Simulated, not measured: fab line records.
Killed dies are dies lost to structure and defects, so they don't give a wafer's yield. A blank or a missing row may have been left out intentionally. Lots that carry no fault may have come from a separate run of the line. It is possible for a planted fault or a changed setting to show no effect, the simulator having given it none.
Comparing a struck lot with a sound one    flow n5-finfet    41 out of 1938 route steps
Sound: these wafers, L520.2, L520.5, L520.6. Struck: wafer L532.2 (left out: L532.1, L532.3 of the same lot, which were not struck); the cause appears at the end.
At each step with rows: each side's tool, then ch and its chambers, then its first start. Under that, the readings that differ: sound wafers    struck wafers    difference of the means    sigmas: that difference in standard deviations of wafers without a fault.
alike: readings with means less than 2 such deviations apart, plus words and numbers identical on both sides. not compared: withheld readings, readings lacking a value on some wafer, bounds such as >300 that could conceal the same value, and numbers that have no deviation in the record and whose values overlap.
Wherever a step has rows on one side only, a row that says differs or no value, or a row with sigmas, the two part there. Non-overlapping numbers with no deviation appear without sigmas and do not part them. A reading missing from all wafers of one side parts the sides only when that side holds two or more wafers.

N5_BEOL_M1_STRIP_97: strips in N2/H2, time 10 s.
  sound: rie-diel-02 ch 1,2; struck: rie-diel-01 ch 1
reading                          sound              struck  difference  sigmas
showerhead-plenum-p-Torr (Torr)  2.41 2.41 2.34     2.71    +0.32       +3
throttle-valve-pct (%)           23.15 23.15 23.88  24.08   +0.69       +3
  alike: drypump-motor-current-A, n2-flow-sccm, oes-product-au, rf-vpp-V
  not compared: rf-hours-counter-h
N5_BEOL_M1_OCD_MEAS_38:
  sound on ocd-02, day 6 13:16; struck on ocd-02, day 9 14:35
  alike: trench-depth-nm
then, 4 steps without rows for these wafers: N5_BEOL_M1_HM_STRIP_39 (strips TiN in peroxide tin strip, target depth 25 nm, time 158 s); N5_BEOL_M1_SRD_40 (time 30 s); N5_BEOL_M1_PRECLEAN_42 (cleans in residue remover, time 60 s); N5_BEOL_M1_SRD_43 (time 30 s).
N5_BEOL_M1_CD_MEAS_35: target cd 18 nm, target cd y 21 nm.
  sound on cd-sem-02, day 6 13:26; struck on cd-sem-01, day 9 14:45
  alike: cd-nm
then, 5 steps without rows for these wafers: N5_BEOL_M1_DEGAS_44 (time 60 s); N5_BEOL_M1_PRE_CLEAN_45 (time 30 s); N5_BEOL_M1_ALD_84 (deposits TaN, pulse time 2 s, purge time 3 s, co reactant purge time 2 s); N5_BEOL_M1_SURFACE_TREAT_85; N5_BEOL_M1_CVD_47 (deposits Co from CCTBA/H2, target thk 3 nm, time 223.8 s).
N5_BEOL_M1_SPUTTER_48: material Cu, target thk 4.5 nm, time 8.29 s.
  sound on pvd-sputter-02, day 6 14:34; struck on pvd-sputter-02, day 9 17:04
  alike: throttle-valve-pct
then, 1 step without rows for these wafers: N5_BEOL_M1_ANNEAL_49 (time 240 s).
N5_BEOL_M1_SPUTTER_79: material Cu, target thk 4.5 nm, time 8.29 s.
  sound on pvd-sputter-02, day 6 14:47; struck on pvd-sputter-02, day 9 17:17
  alike: throttle-valve-pct
then, 6 steps without rows for these wafers: N5_BEOL_M1_ANNEAL_80 (time 240 s); N5_BEOL_M1_SPUTTER_81 (material Cu, target thk 4.5 nm, time 8.29 s); N5_BEOL_M1_ANNEAL_82 (time 240 s); N5_BEOL_M1_SPUTTER_86 (material Cu, target thk 4.5 nm, time 8.29 s); N5_BEOL_M1_ANNEAL_87 (time 240 s); N5_BEOL_M1_SPUTTER_88 (material Cu, target thk 4.5 nm, time 8.29 s).
N5_BEOL_M1_ANNEAL_89: time 240 s.
  sound on pvd-sputter-02, day 6 15:32; struck on pvd-sputter-02, day 9 18:02
  alike: heater-power-w
then, 3 steps without rows for these wafers: N5_BEOL_M1_SPUTTER_90 (material Cu, target thk 4.5 nm, time 8.29 s); N5_BEOL_M1_ANNEAL_91 (time 240 s); N5_BEOL_M1_SPUTTER_92 (material Cu, target thk 4.5 nm, time 8.29 s).
N5_BEOL_M1_ANNEAL_93: time 240 s.
  sound on pvd-sputter-02, day 6 15:58; struck on pvd-sputter-02, day 9 18:28
  alike: heater-power-w
then, 4 steps without rows for these wafers: N5_BEOL_M1_SPUTTER_94 (material Cu, target thk 4.5 nm, time 8.29 s); N5_BEOL_M1_ANNEAL_95 (time 240 s); N5_BEOL_M1_SPUTTER_96 (material Cu, target thk 4.5 nm, time 8.29 s); N5_BEOL_M1_ECD_50 (material Cu, target thk 300 nm).
N5_BEOL_M1_ANNEAL_51: time 90 s.
  sound on rtp-anneal-01 ch 0, day 6 16:42; struck on rtp-anneal-02 ch 0, day 9 19:02
  alike: wafer_temp_C_max
then, 5 steps without rows for these wafers: N5_BEOL_M1_CMP_52 (polishes, stops on SiOC, t overpolish 6.8 s, target thk 40 nm); N5_BEOL_M1_PRE_CLEAN_60 (time 15 s); N5_BEOL_M1_CO_CAP_55 (material Co, precursor CCTBA/H2, target thk 2 nm, time 102.1 s); N5_BEOL_M1_PRE_CLEAN_56 (time 15 s); N5_BEOL_M1_DEP_57 (deposits SiCN from 3MS/NH3, target thk 8 nm, time 14 s).
N5_BEOL_M1_RS_MEAS_58: measures by four-point-probe.
  sound on film-metro-02, day 6 17:33; struck on film-metro-01, day 9 19:53
  alike: M1_RS
then, 1 step without rows for these wafers: N5_BEOL_M2_ILD_DEP_00 (deposits SiOC from DEMS/O2, target thk 79 nm, time 15.3 s).
N5_BEOL_M2_THK_MEAS_01:
  sound on film-metro-01, day 6 17:41; struck on film-metro-02, day 9 20:01
  alike: M2_ILD_THK
then, 1 step without rows for these wafers: N5_BEOL_M2_PECVD_72 (deposits SiO2 from TEOS/O2, target thk 16 nm, time 18 s).
-- a jump in the record: the struck wafers' starts before and after are 6 days apart (it breaks off in module BEOL_M2 and resumes in module PASSIVATION, where the first step shown is number 1936 of the route) --
N5_PASSIVATION_PROBE_49:
  only the struck wafers here have rows in the record (prober-01, day 15 13:55); the sound ones have none

WHERE THEY PART
First at N5_BEOL_M1_STRIP_97; last, within this record, at N5_PASSIVATION_PROBE_49.

WHY: what the simulator had put in
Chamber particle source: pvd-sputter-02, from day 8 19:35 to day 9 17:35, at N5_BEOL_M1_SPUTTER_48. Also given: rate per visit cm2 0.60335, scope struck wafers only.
